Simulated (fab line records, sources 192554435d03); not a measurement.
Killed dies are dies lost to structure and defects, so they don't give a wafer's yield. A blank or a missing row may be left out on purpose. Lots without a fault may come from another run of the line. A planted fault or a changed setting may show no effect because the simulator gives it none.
Which tool did it? | flow n5_finfet | 24 lots, 72 wafers sampled, at 1 step of a route of 1938

WHAT THE GAUGES READ, wafer by wafer
N5_BEOL_M8_CD_MEAS_11: target cd 38.5 nm. Usual: cd_nm 38.6 nm, standard deviation 0.51.
lot  | measured     | on        | cd_nm (nm)     | flag
L074 | day 8 22:52  | cd_sem-03 | 38.0 37.6 38.2 |
L075 | day 9 09:21  | cd_sem-01 | 38.2 37.8 37.6 |
L076 | day 9 17:45  | cd_sem-01 | 38.3 38.5 38.3 |
L077 | day 9 18:57  | cd_sem-01 | 38.1 38.0 38.1 |
L078 | day 9 21:23  | cd_sem-03 | 38.9 39.2 39.4 |
L079 | day 10 02:37 | cd_sem-02 | 38.0 38.9 38.3 |
L080 | day 10 05:46 | cd_sem-03 | 39.1 38.8 38.8 |
L081 | day 11 05:36 | cd_sem-01 | 39.3 39.0 37.9 |
L082 | day 11 10:59 | cd_sem-03 | 38.6 37.5 39.5 |
L084 | day 11 17:55 | cd_sem-02 | 39.0 37.8 38.7 |
L085 | day 11 18:16 | cd_sem-02 | 38.9 38.8 38.4 |
L083 | day 11 22:38 | cd_sem-03 | 38.7 39.0 39.0 |
L088 | day 12 11:58 | cd_sem-01 | 38.8 38.6 38.8 |
L086 | day 12 12:08 | cd_sem-02 | 39.5 38.9 38.9 |
L087 | day 12 15:32 | cd_sem-01 | 37.6 39.0 38.4 |
L089 | day 12 23:34 | cd_sem-03 | 38.7 38.6 38.7 |
L090 | day 13 11:07 | cd_sem-03 | 38.8 38.4 37.9 |
L091 | day 13 15:34 | cd_sem-01 | 38.6 38.8 37.9 |
L092 | day 13 19:13 | cd_sem-02 | 38.8 38.3 37.9 |
L094 | day 14 04:53 | cd_sem-02 | 38.3 38.8 38.1 |
L093 | day 14 06:13 | cd_sem-03 | 38.2 38.5 38.6 |
L095 | day 14 11:13 | cd_sem-03 | 38.4 39.5 38.8 |
L097 | day 14 18:19 | cd_sem-02 | 38.5 39.4 38.5 |
L096 | day 14 18:35 | cd_sem-03 | 38.6 39.3 39.1 |

WHICH TOOL RAN EACH LOT (tool, then ch and the chambers of the sampled wafers, then the start)
The record holds no process step before these readings.

WHAT THE TOOLS THEMSELVES READ (means of the sampled wafers that have a number; where no wafer has one, the mark that the record gives instead)
The record holds no such reading with a usual standard deviation.

THE ANSWER, worked out from the rows above alone
Rule: a lot is off if the mean of its wafers that have a number lies more than 3 standard deviations from the usual mean. A lot without any number at a reading at which 4 lots or more have one is off too. The other lots that the step has rows for count as sound. The gauges are gone through in route order, then the tools' own readings, and for those a lot's mean is taken as printed above. The first step at which some lot is off is used, and at that step the reading that is off furthest; a lot without a number counts as furthest.
No lot is off at any reading shown: from this, nothing can be told.

WHAT THE SIMULATOR HAD PUT IN
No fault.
